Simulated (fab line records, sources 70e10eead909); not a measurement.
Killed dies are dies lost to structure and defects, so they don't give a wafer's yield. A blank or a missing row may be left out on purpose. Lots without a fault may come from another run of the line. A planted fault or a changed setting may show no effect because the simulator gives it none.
Problem report in the 8D (eight disciplines) form, filled by code | flow nand_harc | the parts of the form that need people (team, actions taken, sign-off) are left out

1. THE PROBLEM
run_length_s at NHARC_A_STAIRCASE_TRIM_26 reads a mean of 254.7 s on 5 wafers of 3 lots; wafers without a fault read 232.6 s with a standard deviation of 0.47. That is +47 standard deviations from the usual mean.
The step: chemistry O2, time 211.2 s.
First seen on wafer L885.5, day 19 13:32, on rie_diel-05. The record holds 34 wafers of 12 lots with a number at this step. Rule for "out", or "out of limits": more than 4 standard deviations from the usual mean. The other wafers with a number count as sound.

2. WHAT IT IS AND WHAT IT IS NOT
question                    | is                                     | is not
which readings at this step | run_length_s                           | drypump_motor_current_A, oes_product_au, showerhead_plenum_p_Torr, throttle_valve_pct
which lots                  | L885, L889, L890                       | L878, L880, L881, L895, L896, L897, L898, L899, L900
which wafers of those lots  | L885.5, L885.6, L889.6, L890.5, L890.6 | L885.3, L889.1
read on which tools         | rie_diel-05                            | rie_diel-09, rie_diel-11
when                        | from day 19 13:32                      | up to then (10 sound wafers); but 19 sound wafers of L889, L895, L896, L897, L898, L899, L900 came after

3. SUSPECTS, AND WHAT RULES EACH OUT
Counting: a tool at a process step up to the reading stays a suspect if it ran every lot that is out. Sound lots after the first of them don't rule it out here, since some wafers of a struck lot are sound.
- rie_diel-05 at NHARC_A_STAIRCASE_TRIM_20 (chemistry O2, time 211.2 s): kept. It ran every lot that is out, first L885 (day 19 09:59); its last sound lot up to then is L881 (day 16 23:02).
- rie_diel-05 at NHARC_A_STAIRCASE_TRIM_26 (chemistry O2, time 211.2 s): kept. It ran every lot that is out, first L885 (day 19 13:32); its last sound lot up to then is L881 (day 16 23:48). Its own readings are out on those wafers: run_length_s.
Left after counting: rie_diel-05 at NHARC_A_STAIRCASE_TRIM_20, rie_diel-05 at NHARC_A_STAIRCASE_TRIM_26.

4. THE CAUSE (what the simulator had put in)
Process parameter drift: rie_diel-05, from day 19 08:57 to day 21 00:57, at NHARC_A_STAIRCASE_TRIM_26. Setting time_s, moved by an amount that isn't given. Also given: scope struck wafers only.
Counting left 2 suspects, and this tool is among them.

5. THE CHAIN OF EFFECTS, in route order
Each row: a reading whose mean over the struck wafers that have a number lies more than 3 standard deviations from the usual. Only readings for which the record gives a usual standard deviation are gone through. hours: the time from each lot's start at the first step in this table that gives one to its start at this step, as a median over the lots. sigmas: the change in usual standard deviations.
hours | step                      | reading      | usual   | on struck wafers | change | sigmas
0     | NHARC_A_STAIRCASE_TRIM_26 | run_length_s | 232.6 s | 254.7            | +22.1  | +47
The process steps in it:
- NHARC_A_STAIRCASE_TRIM_26: chemistry O2, time 211.2 s.
Later measuring or inspecting steps at which every struck wafer that the step has a row for has a number for every such reading, and none has moved that far: NHARC_END_SORT_01.

6. WHAT WOULD HAVE CAUGHT IT SOONER
In this record the first reading out of limits was taken at day 19 13:32, 5 hours after the fault began at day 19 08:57.
